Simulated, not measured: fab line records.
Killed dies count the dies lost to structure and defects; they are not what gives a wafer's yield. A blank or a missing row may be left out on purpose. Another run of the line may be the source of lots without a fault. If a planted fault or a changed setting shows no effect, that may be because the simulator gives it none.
Chamber matching	flow nandHarc	3 sister chambers for NHARC_A_M0_PRE_CLEAN_31 on pecvd-04
The step time 12 s. 14 wafers are shown with their chamber, then 7 later ones without.

WAFERS, EACH WITH ITS CHAMBER
wafer	chamber	heaterPowerOuterW (W)	heaterPowerW (W)
L076.3	1	468	830
L076.4	2	446	763
L076.6	1	463	844
L079.3	1	389	753
L079.4	1	386	726
L079.5	2	434	721
L078.1	1	400	772
L078.3	0	308	603
L078.6	1	411	777
L082.1	2	424	753
L082.3	0	316	620
L082.5	1	378	730
L087.1	2	395	655
L087.5	0	315	625

SIGNATURES (averages over the wafers above)
reading	chamber 0	chamber 1	chamber 2	scatter within a chamber
heaterPowerOuterW	313.00	413.57	424.75	29.7
heaterPowerW	616.00	776.00	723.00	42.7
Rule: for each reading, subtract the chamber's mean from the wafer's reading, divide by that reading's scatter and square the result; add these up over the readings and take the root, which gives the wafer's distance from the chamber. If the next closest chamber is less than 2 further off than the closest, the wafer can't be placed; otherwise it belongs to the closest. How the scatter is found: for the shown wafers, subtract from each reading the mean of its chamber, square and add these, divide the total by (wafers less chambers), then take the root.

WAFERS WITHOUT THEIR CHAMBER
wafer	heaterPowerOuterW (W)	heaterPowerW (W)
L087.6	438	810
L094.3	361	712
L094.4	448	748
L094.6	369	685
L093.2	377	654
L093.4	387	649
L093.5	391	724

CHAMBER TAKEN BY EACH
wafer	from the rows above	in truth
L087.6	can't be placed: 1 or 2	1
L094.3	can't be placed: 2 or 1 or 0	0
L094.4	can't be placed: 2 or 1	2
L094.6	can't be placed: 2 or 0 or 1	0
L093.2	can't be placed: 2 or 0 or 1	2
L093.4	can't be placed: 2 or 0 or 1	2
L093.5	can't be placed: 2 or 1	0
Correct placement for 0 of the 7. From these rows, 7 cannot be placed; in 6 the true chamber is one of the candidates. Number placed wrongly: 0.
